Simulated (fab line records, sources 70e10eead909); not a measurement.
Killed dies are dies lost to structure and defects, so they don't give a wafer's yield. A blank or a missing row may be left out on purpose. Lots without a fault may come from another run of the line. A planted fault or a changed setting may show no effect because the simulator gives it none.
fab line records | flow nand_harc
record lots=24 wafers=72 last_day=33
route steps=1302 shown P_M1@305 P_M2@332 P_BONDPAD@369 A_ONON_D1@431
lots that met no fault: from a run of the same line without faults
start_h: hours from the record's first day to the start of the lot's first wafer shown | wait_h: hours since the lot's step before | " the same as in the row above | L1.1+2: a row that stands for several wafers | - no value, or no start given | * or withheld: withheld | < > ~ a bound
route shown NAME@n: a module of which the file shows steps, and the number in the route of the first | usual: mean/standard deviation of fault-free wafers | same: alike in all rows | chamber/n: place in a boat | sites: the reading at each site | _std_site: their standard deviation | _edge_site: outer sites' mean less inner sites' | radius_mm: how far each site lies from the wafer's centre | mask NAME#n: copy n | behind: the tool/chamber that last shaped the wafer | hold: why the lot was held/for how many hours/how that ended | device: the transistor (n, p or np) that didn't switch | end of line: the same wafers' tests at the end of the route | a step without rows: its recipe alone | killed: dies lost to structure and defects at the first sort, not the wafer's yield | map: a wafer's dies, x killed, . not, _ none there
set.NAME: the setting as run; set.NAME@STEP: as run at that earlier step | model.NAME: the simulator's own value behind a step, which no gauge read
steps of the route over a sample of lots; a table a step, a row a wafer
services: from which hour (start_h, from the record's first day; less than 0 if before it) a tool's chamber was out of use, for how many hours, and why
## steps
# step NHARC_P_M1_DEGAS_29
# recipe temp_c=250 time_s=60
# usual heater_power_w=326/41
# columns lot.wafer tool chamber start_h wait_h heater_power_w
L075.4 pvd_sputter-03 - 131.89 - 396
L075.3 " - " " 347
L075.6 " - " " 398
L074.4 pvd_sputter-02 - 133.04 - 363
L074.3 " - " " 306
L074.5 " - " " 303
L076.2 pvd_sputter-03 - 146.33 - 296
L076.1 " - " " 348
L076.5 " - " " 363
L077.2 pvd_sputter-03 - 159.93 - 348
L077.4 " - " " 397
L077.3 " - " " 371
L078.1 pvd_sputter-01 - 169.16 - 267
L078.3 " - " " 333
L078.6 " - " " 340
L079.4 pvd_sputter-01 - 179.82 - 346
L079.1 " - " " 337
L079.3 " - " " 313
L080.2 pvd_sputter-03 - 192.40 - 392
L080.1 " - " " 304
L080.4 " - " " 371
L081.3 pvd_sputter-01 - 201.21 - 313
L081.2 " - " " 346
L081.6 " - " " 313
L082.3 pvd_sputter-01 - 211.20 - 317
L082.2 " - " " 345
L082.5 " - " " 310
L083.4 pvd_sputter-01 - 215.84 - 341
L083.3 " - " " 315
L083.6 " - " " 256
L084.3 pvd_sputter-03 - 225.02 - 371
L084.2 " - " " 304
L084.5 " - " " 372
L085.2 pvd_sputter-02 - 239.25 - 363
L085.6 " - " " 314
L085.5 " - " " 306
L086.1 pvd_sputter-03 - 250.32 - 307
L086.2 " - " " 370
L086.6 " - " " 392
L087.1 pvd_sputter-03 - 253.28 - 361
L087.4 " - " " 395
L087.5 " - " " 374
L088.2 pvd_sputter-02 - 277.20 - 365
L088.3 " - " " 319
L088.6 " - " " 281
L089.4 pvd_sputter-03 - 278.08 - 294
L089.5 " - " " 386
L089.6 " - " " 304
L090.1 pvd_sputter-03 - 293.41 - 365
L090.3 " - " " 389
L090.5 " - " " 367
L091.1 pvd_sputter-01 - 301.42 - 323
L091.6 " - " " 299
L091.5 " - " " 268
L092.2 pvd_sputter-02 - 306.96 - 311
L092.6 " - " " 296
L092.5 " - " " 345
L093.2 pvd_sputter-02 - 319.06 - 254
L093.1 " - " " 307
L093.5 " - " " 249
L094.2 pvd_sputter-02 - 334.68 - 299
L094.5 " - " " 305
L094.6 " - " " 350
L095.2 pvd_sputter-01 - 334.79 - 269
L095.1 " - " " 333
L095.4 " - " " 294
L096.2 pvd_sputter-02 - 344.04 - 260
L096.4 " - " " 305
L096.6 " - " " 262
L097.3 pvd_sputter-01 - 353.03 - 332
L097.4 " - " " 316
L097.5 " - " " 317
# step NHARC_P_M1_PRE_CLEAN_30
# recipe time_s=30 temp_c=280 gas=H2/He
# usual heater_power_w=398/47
# columns lot.wafer tool chamber start_h wait_h heater_power_w
L075.3 pvd_sputter-03 - - - 432
L075.4 " - " " 486
L075.6 " - " " 420
L074.4 pvd_sputter-02 - - - 459
L074.3 " - " " 382
L074.5 " - " " 332
L076.1 pvd_sputter-03 - - - 362
L076.2 " - " " 474
L076.5 " - " " 453
L077.2 pvd_sputter-03 - - - 461
L077.3 " - " " 423
L077.4 " - " " 355
L078.3 pvd_sputter-01 - - - 391
L078.1 " - " " 319
L078.6 " - " " 390
L079.1 pvd_sputter-01 - - - 411
L079.3 " - " " 398
L079.4 " - " " 323
L080.2 pvd_sputter-03 - - - 471
L080.1 " - " " 367
L080.4 " - " " 435
L081.2 pvd_sputter-01 - - - 321
L081.3 " - " " 423
L081.6 " - " " 317
L082.2 pvd_sputter-01 - - - 320
L082.3 " - " " 417
L082.5 " - " " 390
L083.3 pvd_sputter-01 - - - 315
L083.4 " - " " 419
L083.6 " - " " 412
L084.2 pvd_sputter-03 - - - 368
L084.3 " - " " 448
L084.5 " - " " 483
L085.2 pvd_sputter-02 - - - 456
L085.6 " - " " 334
L085.5 " - " " 380
L086.2 pvd_sputter-03 - - - 443
L086.1 " - " " 485
L086.6 " - " " 447
L087.4 pvd_sputter-03 - - - 437
L087.1 " - " " 468
L087.5 " - " " 364
L088.3 pvd_sputter-02 - - - 338
L088.2 " - " " 374
L088.6 " - " " 338
L089.4 pvd_sputter-03 - - - 366
L089.6 " - " " 440
L089.5 " - " " 437
L090.1 pvd_sputter-03 - - - 464
L090.3 " - " " 361
L090.5 " - " " 368
L091.1 pvd_sputter-01 - - - 403
L091.6 " - " " 409
L091.5 " - " " 372
L092.2 pvd_sputter-02 - - - 313
L092.6 " - " " 428
L092.5 " - " " 320
L093.2 pvd_sputter-02 - - - 382
L093.1 " - " " 370
L093.5 " - " " 435
L094.2 pvd_sputter-02 - - - 420
L094.6 " - " " 372
L094.5 " - " " 362
L095.2 pvd_sputter-01 - - - 327
L095.4 " - " " 413
L095.1 " - " " 353
L096.4 pvd_sputter-02 - - - 418
L096.2 " - " " 317
L096.6 " - " " 380
L097.3 pvd_sputter-01 - - - 333
L097.4 " - " " 397
L097.5 " - " " 416
# step NHARC_P_M2_ETCH_35
# recipe target_depth_a=400 overetch_a=120 time_s=43.94 ion_energy_ev=200 n2_flow_sccm=150 h2_flow_sccm=150 ar_flow_sccm=0 rf_w=400 bias_w=150 chemistry=N2/H2
# usual drypump_motor_current_A=5.8/0.6 oes_product_au=0.999/0.016 rf_vpp_V=430.4/2 showerhead_plenum_p_Torr=2.04/0.071 throttle_valve_pct=14.169/0.009
# columns lot.wafer tool chamber start_h wait_h drypump_motor_current_A oes_product_au rf_hours_counter_h rf_vpp_V showerhead_plenum_p_Torr throttle_valve_pct
L075.3 rie_diel-13 1 135.00 0.1 6.0 0.996 11 432.5 2.18 14.175
L075.4 " 2 " " 5.9 1.006 12 428.9 1.98 14.169
L075.6 " 0 " " 6.5 0.992 - 432.7 2.13 14.166
L074.4 rie_diel-13 2 136.26 0.1 5.9 1.006 12 430.8 1.98 14.180
L074.3 " 0 " " 6.5 1.003 12 433.4 2.13 14.160
L074.5 " 3 " " 5.7 0.993 - 428.9 2.03 14.165
L076.2 rie_diel-12 2 149.59 0.1 4.8 0.995 2 430.3 2.03 14.170
L076.1 " 3 " " 6.0 1.006 3 431.3 2.06 14.156
L076.5 " 1 " " 5.9 1.002 - 431.3 2.10 14.170
L077.4 rie_diel-12 1 163.16 0.1 5.8 1.005 3 432.6 2.10 14.194
L077.2 " 2 " " 4.9 0.999 2 430.7 2.03 14.179
L077.3 " 3 " " 6.0 1.003 3 431.1 2.06 14.173
L078.3 rie_diel-06 2 172.36 0.1 6.7 1.003 2 427.9 1.98 14.186
L078.1 " 3 " " 6.7 1.001 3 431.2 2.05 14.165
L078.6 " 2 " " 6.7 1.000 - 429.5 1.98 14.170
L079.1 rie_diel-13 0 182.91 0.1 6.5 1.015 1 434.1 2.13 14.171
L079.4 " 2 " " 5.9 1.016 1 428.4 1.98 14.157
L079.3 " 3 " " 5.7 0.982 1 429.2 2.03 14.168
L080.4 rie_diel-12 1 195.66 0.1 5.8 1.012 4 431.6 2.10 14.160
L080.2 " 3 " " 6.0 1.006 4 431.4 2.05 14.177
L080.1 " 0 " " 5.0 0.978 5 428.6 1.98 14.170
L081.3 rie_diel-12 1 204.42 0.1 5.8 1.007 5 432.7 2.10 14.169
L081.2 " 0 " " 5.0 0.980 5 428.9 1.98 14.149
L081.6 " 1 " " 5.9 0.999 - 432.0 2.10 14.174
L082.3 rie_diel-12 2 214.42 0.1 4.8 1.002 5 429.7 2.03 14.168
L082.2 " 0 " " 5.0 0.975 5 429.2 1.98 14.164
L082.5 " 0 " " 5.0 0.976 - 428.2 1.98 14.158
L083.3 rie_diel-12 0 219.07 0.1 5.0 0.987 5 429.3 1.98 14.159
L083.4 " 3 " " 6.0 0.990 5 430.2 2.05 14.153
L083.6 " 1 " " 5.9 1.017 - 433.4 2.10 14.161
L084.2 rie_diel-13 3 228.12 0.1 5.7 0.983 2 431.3 2.03 14.161
L084.3 " 0 " " 6.5 1.008 3 432.0 2.13 14.161
L084.5 " 3 " " 5.7 0.990 - 429.0 2.03 14.156
L085.2 rie_diel-13 2 242.46 0.1 5.9 1.005 5 428.9 1.98 14.169
L085.5 " 0 " " 6.5 1.008 - 432.6 2.13 14.171
L085.6 " 1 " " 6.0 1.016 - 432.0 2.17 14.162
L086.2 rie_diel-13 1 253.46 0.1 6.0 1.014 5 433.4 2.17 14.156
L086.1 " 2 " " 5.9 0.998 5 427.9 1.98 14.157
L086.6 " 1 " " 6.0 1.001 - 435.3 2.17 14.169
L087.4 rie_diel-12 1 256.79 0.1 5.9 0.998 8 431.5 2.10 14.165
L087.1 " 2 " " 4.8 1.005 8 431.3 2.02 14.181
L087.5 " 1 " " 5.9 1.008 - 432.4 2.10 14.172
L088.3 rie_diel-12 1 280.29 0.1 5.8 1.024 0 431.2 2.10 14.169
L088.2 " 2 " " 4.9 1.016 0 429.4 2.02 14.160
L088.6 " 1 " " 5.8 1.026 - 432.7 2.10 14.182
L089.4 rie_diel-12 2 281.18 0.1 4.8 1.003 0 430.5 2.02 14.179
L089.5 " 0 " " 5.0 0.979 - 430.1 1.98 14.158
L089.6 " 1 " " 5.8 1.033 - 431.2 2.10 14.163
L090.3 rie_diel-06 1 296.55 0.1 5.5 0.985 9 427.0 1.91 14.157
L090.1 " 2 " " 6.7 1.012 9 429.4 1.98 14.174
L090.5 " 1 " " 5.5 0.991 - 427.1 1.91 14.170
L091.1 rie_diel-12 1 304.51 0.1 5.8 1.027 1 432.0 2.10 14.174
L091.6 " 2 " " 4.8 1.017 - 430.9 2.02 14.156
L091.5 " 0 " " 5.0 0.978 - 429.6 1.98 14.157
L092.2 rie_diel-12 2 310.16 0.1 4.8 1.032 1 429.4 2.02 14.165
L092.6 " 2 " " 4.8 1.028 - 430.1 2.02 14.170
L092.5 " 3 " " 6.0 1.000 - 429.2 2.05 14.177
L093.1 rie_diel-06 2 322.27 0.1 6.7 1.001 0 429.5 1.98 14.190
L093.2 " 0 " " 6.4 0.988 0 428.0 1.92 14.178
L093.5 " 1 " " 5.5 0.970 - 426.9 1.91 14.164
L094.2 rie_diel-12 3 337.89 0.1 6.0 0.985 2 431.4 2.05 14.175
L094.6 " 2 " " 4.8 1.026 - 430.6 2.02 14.170
L094.5 " 3 " " 6.0 0.981 - 430.8 2.05 14.174
L095.4 rie_diel-13 0 338.15 0.1 6.5 1.008 10 433.8 2.13 14.156
L095.1 " 2 " " 5.9 1.014 9 429.7 1.98 14.172
L095.2 " 3 " " 5.7 0.993 8 429.7 2.03 14.158
L096.2 rie_diel-06 0 347.26 0.1 6.4 0.997 1 427.7 1.92 14.174
L096.4 " 3 " " 6.7 0.992 2 430.8 2.05 14.175
L096.6 " 0 " " 6.4 0.978 - 427.7 1.92 14.171
L097.4 rie_diel-06 2 356.14 0.1 6.7 1.002 3 428.8 1.98 14.166
L097.3 " 1 " " 5.5 0.970 2 427.6 1.91 14.178
L097.5 " 3 " " 6.7 0.999 - 430.1 2.05 14.166
# step NHARC_P_M2_ANNEAL_31
# recipe temp_c=225 time_s=90
# usual wafer_temp_C_max=225.63/0.2
# columns lot.wafer tool chamber start_h wait_h wafer_temp_C_max
L075.3 rtp_anneal-02 0 136.83 0.3 225.27
L075.4 " 0 " " 225.61
L075.6 " 0 " " 225.46
L074.3 rtp_anneal-02 0 138.03 - 225.63
L074.4 " 0 " " 225.83
L074.5 " 0 " " 225.61
L076.1 rtp_anneal-01 0 151.28 0.3 225.86
L076.2 " 0 " " 225.45
L076.5 " 0 " " 226.11
L077.2 rtp_anneal-01 0 164.91 - 225.60
L077.3 " 0 " " 225.66
L077.4 " 0 " " 225.63
L078.1 rtp_anneal-02 0 174.04 0.3 225.34
L078.3 " 0 " " 225.32
L078.6 " 0 " " 225.38
L079.1 rtp_anneal-02 0 184.58 - 225.50
L079.3 " 0 " " 225.36
L079.4 " 0 " " 225.90
L080.1 rtp_anneal-01 0 197.33 - 225.61
L080.2 " 0 " " 225.69
L080.4 " 0 " " 225.66
L081.2 rtp_anneal-01 0 206.22 - 225.92
L081.3 " 0 " " 225.89
L081.6 " 0 " " 225.81
L082.2 rtp_anneal-01 0 216.16 - 225.85
L082.3 " 0 " " 225.15
L082.5 " 0 " " 225.59
L083.3 rtp_anneal-01 0 220.84 0.3 225.95
L083.4 " 0 " " 225.55
L083.6 " 0 " " 225.32
L084.2 rtp_anneal-02 0 229.91 0.4 225.81
L084.3 " 0 " " 225.82
L084.5 " 0 " " 225.41
L085.2 rtp_anneal-02 0 244.18 0.4 225.59
L085.5 " 0 " " 225.39
L085.6 " 0 " " 225.46
L086.1 rtp_anneal-02 0 255.13 - 225.90
L086.2 " 0 " " 225.67
L086.6 " 0 " " 225.39
L087.1 rtp_anneal-02 0 258.59 - 225.66
L087.4 " 0 " " 225.40
L087.5 " 0 " " 225.56
L088.2 rtp_anneal-02 0 282.11 0.3 225.57
L088.3 " 0 " " 225.63
L088.6 " 0 " " 225.79
L089.4 rtp_anneal-01 0 283.00 0.3 225.68
L089.5 " 0 " " 225.40
L089.6 " 0 " " 225.80
L090.1 rtp_anneal-01 0 298.31 - 225.72
L090.3 " 0 " " 225.64
L090.5 " 0 " " 225.59
L091.1 rtp_anneal-01 0 306.20 - 225.68
L091.5 " 0 " " 225.57
L091.6 " 0 " " 225.72
L092.2 rtp_anneal-02 0 311.88 - 225.51
L092.5 " 0 " " 225.49
L092.6 " 0 " " 225.44
L093.1 rtp_anneal-02 0 323.93 0.3 225.64
L093.2 " 0 " " 225.49
L093.5 " 0 " " 225.73
L094.2 rtp_anneal-02 0 339.61 - 225.72
L094.5 " 0 " " 225.62
L094.6 " 0 " " 225.52
L095.1 rtp_anneal-01 0 339.86 0.3 225.83
L095.2 " 0 " " 225.74
L095.4 " 0 " " 225.86
L096.2 rtp_anneal-01 0 348.98 - 225.41
L096.4 " 0 " " 225.68
L096.6 " 0 " " 225.43
L097.3 rtp_anneal-02 0 357.90 - 225.45
L097.4 " 0 " " 225.32
L097.5 " 0 " " 225.65
# step NHARC_P_BONDPAD_ETCH_12
# recipe target_depth_a=2000 time_s=100 chf3_flow_sccm=50 o2_flow_sccm=10 ar_flow_sccm=200 rf_w=500 bias_w=200 chemistry=CHF3/O2
# usual drypump_motor_current_A=5.8/0.38 oes_product_au=0.936/0.024 rf_vpp_V=371.3/2.6 showerhead_plenum_p_Torr=2.44/0.11 throttle_valve_pct=20.573/0.0084
# columns lot.wafer tool chamber start_h wait_h drypump_motor_current_A oes_product_au rf_hours_counter_h rf_vpp_V showerhead_plenum_p_Torr throttle_valve_pct
L075.4 rie_diel-08 3 - - 5.7 0.905 3.0 367.3 2.28 20.573
L075.3 " 0 " " 6.1 0.930 3.4 372.9 2.53 20.565
L075.6 " 3 " " 5.6 0.902 - 367.6 2.28 20.566
L074.4 rie_diel-07 0 - - 5.5 0.942 0.2 373.6 2.56 20.574
L074.3 " 1 " " 5.6 0.960 0.1 367.4 2.32 20.563
L074.5 " 0 " " 5.5 0.951 - 373.1 2.56 20.555
L076.2 rie_diel-03 3 - - 5.9 0.983 1.4 372.0 2.45 20.577
L076.1 " 0 " " 5.4 0.973 1.5 371.5 2.49 20.571
L076.5 " 0 " " 5.4 0.978 - 374.1 2.49 20.581
L077.3 rie_diel-07 3 - - 6.1 0.915 1.3 374.3 2.57 20.559
L077.2 " 0 " " 5.5 0.911 1.3 374.4 2.56 20.570
L077.4 " 1 " " 5.5 0.934 1.1 368.9 2.32 20.569
L078.1 rie_diel-03 1 - - 5.6 0.914 1.7 374.3 2.56 20.572
L078.3 " 0 " " 5.4 0.943 1.8 373.6 2.49 20.562
L078.6 " 2 " " 6.7 0.929 - 371.7 2.49 20.575
L079.1 rie_diel-03 1 - - 5.6 0.896 2.0 374.4 2.56 20.575
L079.4 " 2 " " 6.6 0.912 1.9 371.3 2.49 20.575
L079.3 " 0 " " 5.4 0.943 2.1 374.3 2.49 20.565
L080.2 rie_diel-07 3 - - 6.1 0.924 3.3 374.6 2.57 20.578
L080.4 " 0 " " 5.5 0.917 3.7 373.1 2.56 20.557
L080.1 " 1 " " 5.5 0.938 3.7 368.9 2.32 20.567
L081.2 rie_diel-03 1 - - 5.6 0.903 2.6 373.6 2.56 20.576
L081.3 " 0 " " 5.4 0.934 2.7 371.8 2.49 20.574
L081.6 " 2 " " 6.6 0.930 - 372.7 2.49 20.568
L082.3 rie_diel-08 3 - - 5.6 0.968 0.8 366.8 2.28 20.562
L082.2 " 0 " " 6.0 0.961 0.8 371.7 2.53 20.583
L082.5 " 2 " " 5.2 0.962 - 369.9 2.42 20.585
L083.4 rie_diel-03 0 - - 5.5 0.941 3.0 373.3 2.49 20.581
L083.3 " 1 " " 5.6 0.904 3.0 373.9 2.56 20.571
L083.6 " 0 " " 5.5 0.947 - 373.1 2.49 20.584
L084.2 rie_diel-08 0 - - 6.1 0.925 1.9 373.6 2.53 20.565
L084.3 " 3 " " 5.6 0.930 1.9 368.6 2.28 20.567
L084.5 " 0 " " 6.0 0.916 - 373.3 2.53 20.577
L085.2 rie_diel-08 0 - - 6.1 0.924 2.4 372.2 2.53 20.570
L085.6 " 1 " " 5.7 0.929 - 368.2 2.33 20.575
L085.5 " 2 " " 5.2 0.911 - 370.8 2.41 20.571
L086.1 rie_diel-08 0 - - 6.1 0.933 2.7 372.9 2.53 20.568
L086.2 " 1 " " 5.7 0.930 4.2 369.5 2.33 20.577
L086.6 " 0 " " 6.0 0.933 - 374.0 2.53 20.578
L087.1 rie_diel-03 1 - - 5.6 0.911 4.1 375.1 2.56 20.576
L087.4 " 0 " " 5.5 0.955 4.3 371.8 2.49 20.592
L087.5 " 1 " " 5.6 0.905 - 374.3 2.56 20.569
L088.2 rie_diel-08 0 - - 6.1 0.914 5.1 373.6 2.53 20.568
L088.3 " 2 " " 5.2 0.921 6.2 370.2 2.41 20.579
L088.6 " 1 " " 5.7 0.919 - 369.3 2.32 20.568
L089.4 rie_diel-08 2 - - 5.2 0.913 6.3 370.4 2.41 20.581
L089.6 " 2 " " 5.2 0.917 - 372.0 2.41 20.568
L089.5 " 3 " " 5.6 0.913 - 366.1 2.28 20.560
L090.3 rie_diel-03 1 - - 5.6 0.947 0.8 373.5 2.56 20.574
L090.1 " 0 " " 5.4 0.978 0.8 372.4 2.49 20.570
L090.5 " 1 " " 5.6 0.952 - 373.7 2.56 20.569
L091.1 rie_diel-07 1 - - 5.5 0.989 0.1 368.2 2.32 20.584
L091.6 " 3 " " 6.1 0.958 - 372.7 2.57 20.599
L091.5 " 0 " " 5.5 0.956 - 373.2 2.56 20.591
L092.2 rie_diel-07 1 - - 5.5 0.965 0.5 368.0 2.32 20.573
L092.5 " 2 " " 5.5 0.950 - 367.6 2.24 20.566
L092.6 " 3 " " 6.1 0.970 - 373.6 2.56 20.572
L093.2 rie_diel-08 3 - - 5.6 0.913 8.6 367.9 2.28 20.566
L093.1 " 0 " " 6.0 0.924 7.9 373.5 2.53 20.565
L093.5 " 3 " " 5.6 0.925 - 367.8 2.28 20.567
L094.2 rie_diel-07 1 - - 5.5 0.929 2.0 369.7 2.32 20.573
L094.6 " 0 " " 5.5 0.914 - 374.4 2.55 20.564
L094.5 " 1 " " 5.5 0.936 - 369.7 2.32 20.575
L095.1 rie_diel-07 3 - - 6.1 0.930 2.9 375.0 2.56 20.566
L095.2 " 0 " " 5.5 0.908 2.5 374.4 2.55 20.577
L095.4 " 1 " " 5.5 0.938 2.1 369.0 2.32 20.581
L096.4 rie_diel-03 3 - - 5.9 0.945 1.7 370.7 2.45 20.587
L096.2 " 1 " " 5.6 0.973 2.1 373.5 2.56 20.566
L096.6 " 2 " " 6.7 0.988 - 371.8 2.48 20.563
L097.3 rie_diel-07 1 - - 5.5 0.933 4.3 369.1 2.31 20.575
L097.4 " 3 " " 6.1 0.924 4.7 374.8 2.56 20.568
L097.5 " 2 " " 5.5 0.917 - 366.0 2.24 20.558
# step NHARC_A_ONON_D1_THK_MEAS_11
# recipe thk_meas_gauge=ellipsometry
# usual thk_nm=1000/7.3
# columns lot.wafer tool chamber start_h wait_h thk_nm
L075.3 film_metro-01 - 167.73 - 998
L075.4 " - " " 999
L075.6 " - " " 997
L074.3 film_metro-01 - 168.00 - 1014
L074.4 " - " " 1012
L074.5 " - " " 1012
L076.1 film_metro-02 - 182.32 - 1010
L076.2 " - " " 1009
L076.5 " - " " 1008
L077.2 film_metro-02 - 196.18 - 1008
L077.3 " - " " 1009
L077.4 " - " " 1007
L078.1 film_metro-02 - 205.77 - 993
L078.3 " - " " 991
L078.6 " - " " 992
L079.1 film_metro-01 - 220.70 - 1006
L079.3 " - " " 1006
L079.4 " - " " 1007
L080.1 film_metro-01 - 227.90 - 991
L080.2 " - " " 991
L080.4 " - " " 991
L081.2 film_metro-02 - 237.76 - 993
L081.3 " - " " 992
L081.6 " - " " 992
L082.2 film_metro-02 - 247.52 - 996
L082.3 " - " " 995
L082.5 " - " " 998
L083.3 film_metro-01 - 251.49 - 1005
L083.4 " - " " 1004
L083.6 " - " " 1007
L084.2 film_metro-01 - 264.95 - 994
L084.3 " - " " 995
L084.5 " - " " 995
L085.2 film_metro-02 - 275.51 - 988
L085.5 " - " " 989
L085.6 " - " " 989
L086.1 film_metro-01 - 286.04 - 1006
L086.2 " - " " 1007
L086.6 " - " " 1007
L087.1 film_metro-02 - 286.04 - 988
L087.4 " - " " 990
L087.5 " - " " 987
L088.2 film_metro-01 - 311.99 - 1001
L088.3 " - " " 1003
L088.6 " - " " 1002
L089.4 film_metro-02 - 312.00 - 1011
L089.5 " - " " 1010
L089.6 " - " " 1010
L090.1 film_metro-01 - 332.56 - 1007
L090.3 " - " " 1007
L090.5 " - " " 1006
L091.1 film_metro-02 - 337.07 - 992
L091.5 " - " " 992
L091.6 " - " " 993
L092.2 film_metro-02 - 343.20 - 996
L092.5 " - " " 994
L092.6 " - " " 994
L093.1 film_metro-02 - 354.89 - 1003
L093.2 " - " " 1004
L093.5 " - " " 1005
L095.1 film_metro-02 - 371.08 - 1007
L095.2 " - " " 1005
L095.4 " - " " 1006
L094.2 film_metro-01 - 371.11 - 997
L094.5 " - " " 999
L094.6 " - " " 997
L096.2 film_metro-01 - 381.70 - 999
L096.4 " - " " 1001
L096.6 " - " " 999
L097.3 film_metro-02 - 388.71 - 999
L097.4 " - " " 1001
L097.5 " - " " 1001
## services
# columns tool chamber start_h hours kind
rie_diel-07 - 117.32 9.0 pm
pvd_sputter-02 - 117.84 10.0 pm
rie_diel-03 0 128.10 5.5 repair
rie_diel-12 2 133.22 8.8 repair
rie_diel-08 2 162.08 6.1 repair
pvd_sputter-03 - 170.03 10.0 pm
rie_diel-08 3 171.72 10.4 repair
pvd_sputter-03 - 180.82 9.6 repair
rie_diel-08 3 185.72 15.0 repair
pvd_sputter-02 - 186.20 3.7 repair
rie_diel-12 0 204.48 8.7 repair
rie_diel-12 3 207.09 8.4 repair
pvd_sputter-03 - 209.24 1.8 repair
rie_diel-12 1 223.59 8.1 repair
pvd_sputter-03 - 223.73 0.8 repair
pvd_sputter-02 - 225.85 12.0 repair
pvd_sputter-01 - 226.03 10.0 pm
rie_diel-12 3 248.86 5.6 repair
rie_diel-12 - 268.40 9.0 pm
rie_diel-12 3 295.81 9.3 repair
pvd_sputter-02 - 295.84 10.0 pm
pvd_sputter-01 - 322.53 0.6 repair
rie_diel-12 0 341.12 5.4 repair
pvd_sputter-03 - 348.03 10.0 pm
## key
fault none
